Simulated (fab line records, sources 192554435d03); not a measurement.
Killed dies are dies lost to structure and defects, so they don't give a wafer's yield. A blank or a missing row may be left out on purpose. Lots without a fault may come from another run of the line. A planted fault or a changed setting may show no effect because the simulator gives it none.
Problem report in the 8D (eight disciplines) form, filled by code | flow n5_finfet | the parts of the form that need people (team, actions taken, sign-off) are left out

1. THE PROBLEM
CJ_P at N5_BEOL_M4_RC_MEAS_101 reads a mean of 4.47 on 6 wafers of 2 lots; wafers without a fault read 5.82 with a standard deviation of 0.12. That is -11 standard deviations from the usual mean.
First seen on wafer L234.1, day 11 17:27, on prober-01. The record holds 27 wafers of 9 lots with a number at this step. Rule for "out", or "out of limits": more than 4 standard deviations from the usual mean. The other wafers with a number count as sound.

2. WHAT IT IS AND WHAT IT IS NOT
question                    | is                     | is not
which readings at this step | CJ_P                   | DIBL_N, DIBL_P, IOFF_N, IOFF_P, ION_N, ION_P, SS_N, SS_P, VT_N, VT_P
which lots                  | L234, L239             | L226, L227, L229, L230, L232, L235, L244
which wafers of those lots  | all that have a number | -
read on which gauges        | prober-01              | prober-02
when                        | from day 11 17:27      | up to then (15 sound wafers); but 6 sound wafers of L235, L244 came after

3. SUSPECTS, AND WHAT RULES EACH OUT
Counting: a tool at a process step up to the reading stays a suspect if it ran every lot that is out and no sound lot after the first of them.
- the gauge at N5_BEOL_M4_RC_MEAS_101: ruled out. All the wafers that are out were read on prober-01, but those of them that N5_WELL_APT_IMPLANT_15 has rows for are out there too, on other tools.
- implanter-01 at N5_WELL_APT_IMPLANT_15: kept. It ran every lot that is out, first L234 (day 4 21:03), and no sound lot after that; its last sound lot up to then is L232 (day 4 07:58). Its own readings are out on those wafers: dose_ions_cm2, faraday_current_uA.
- rtp_anneal-01 at N5_WELL_APT_RTA_34 (time 10 s): kept. It ran every lot that is out, first L234 (day 4 22:41), and no sound lot after that; its last sound lot up to then is L232 (day 4 09:52).
Left after counting: implanter-01 at N5_WELL_APT_IMPLANT_15, rtp_anneal-01 at N5_WELL_APT_RTA_34.

4. THE CAUSE (what the simulator had put in)
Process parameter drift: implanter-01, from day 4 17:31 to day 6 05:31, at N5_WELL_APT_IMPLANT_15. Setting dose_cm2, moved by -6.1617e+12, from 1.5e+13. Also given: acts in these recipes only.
Counting left 2 suspects, and this tool is among them.

5. THE CHAIN OF EFFECTS, in route order
Each row: a reading whose mean over the struck wafers that have a number lies more than 3 standard deviations from the usual. Only readings for which the record gives a usual standard deviation are gone through. hours: the time from each lot's start at the first step in this table that gives one to its start at this step, as a median over the lots. sigmas: the change in usual standard deviations.
hours | step                   | reading            | usual   | on struck wafers | change   | sigmas
0     | N5_WELL_APT_IMPLANT_15 | dose_ions_cm2      | 1.5e+13 | 8.8e+12          | -6.2e+12 | -99 or more
0     | N5_WELL_APT_IMPLANT_15 | faraday_current_uA | 190     | 111              | -79      | -21
160   | N5_BEOL_M4_RC_MEAS_101 | CJ_P               | 5.82    | 4.47             | -1.35    | -11
The process steps in it:
- N5_WELL_APT_IMPLANT_15

6. WHAT WOULD HAVE CAUGHT IT SOONER
In this record the first reading out of limits at a measuring or inspecting step was taken at day 11 17:27, 168 hours after the fault began at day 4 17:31.
The tool's own readings at N5_WELL_APT_IMPLANT_15 were out on every struck wafer that the step has a row for (dose_ions_cm2, faraday_current_uA): an alarm limit on them would have fired on the first of those.
All the lots that are out (2) had begun N5_WELL_APT_IMPLANT_15 on implanter-01 by day 11 17:27. A hold on the tool at that time would have spared none of them.
